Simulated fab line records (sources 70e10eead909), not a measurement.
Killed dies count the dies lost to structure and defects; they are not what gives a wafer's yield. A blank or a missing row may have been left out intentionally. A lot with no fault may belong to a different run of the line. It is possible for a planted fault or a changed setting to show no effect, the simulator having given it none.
Chamber matching ; flow nand-harc ; rie-diel-05 running NHARC_P_CONTACT_DESCUM_17: 4 sister chambers
The step chemistry O2, time 3 s. 8 wafers are shown with their chamber, then 7 later ones without.

## EACH WAFER AND ITS CHAMBER
wafer;chamber;rf-vpp-V (V);oes-product-au (a.u.)
L081.1;3;56.9;1.012
L081.5;3;59.0;0.986
L083.3;0;58.6;0.988
L084.1;1;58.7;0.996
L084.2;0;58.3;0.994
L084.3;2;56.5;1.011
L087.3;1;58.8;0.996
L087.4;2;57.0;1.009

## WAFERS MISSING THEIR CHAMBER
wafer;rf-vpp-V (V);oes-product-au (a.u.)
L087.5;58.5;1.000
L089.1;56.8;1.004
L089.2;57.6;1.002
L089.4;58.1;0.985
L094.1;57.8;1.009
L094.2;57.7;1.018
L094.4;58.4;1.006

## CHAMBER TAKEN BY EACH
wafer;from the rows above;in truth
L087.5;can't be placed: 1 or 3 or 0 or 2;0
L089.1;can't be placed: 2 or 3 or 0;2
L089.2;can't be placed: 3 or 2 or 0 or 1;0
L089.4;can't be placed: 0 or 1 or 3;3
L094.1;can't be placed: 3 or 2 or 1 or 0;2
L094.2;can't be placed: 2 or 3 or 1 or 0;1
L094.4;can't be placed: 3 or 1 or 0 or 2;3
Placed correctly: 0 of 7. Unplaceable from these rows: 7, with the true chamber sitting among the candidates in 7. Wrongly placed: 0.
How it was worked out, from the rows above alone: a wafer's distance from a chamber is the root of the sum, over the readings, of the square of ((its reading less the chamber's mean) divided by the reading's scatter). The wafer belongs to the nearest chamber; if the next one is less than 2 further off, it can't be placed. For every chamber, the mean is computed from those of its wafers that are shown. The scatter: take each reading less its chamber's mean, square it, sum over the shown wafers, divide by the number of wafers less the number of chambers, and take the root.
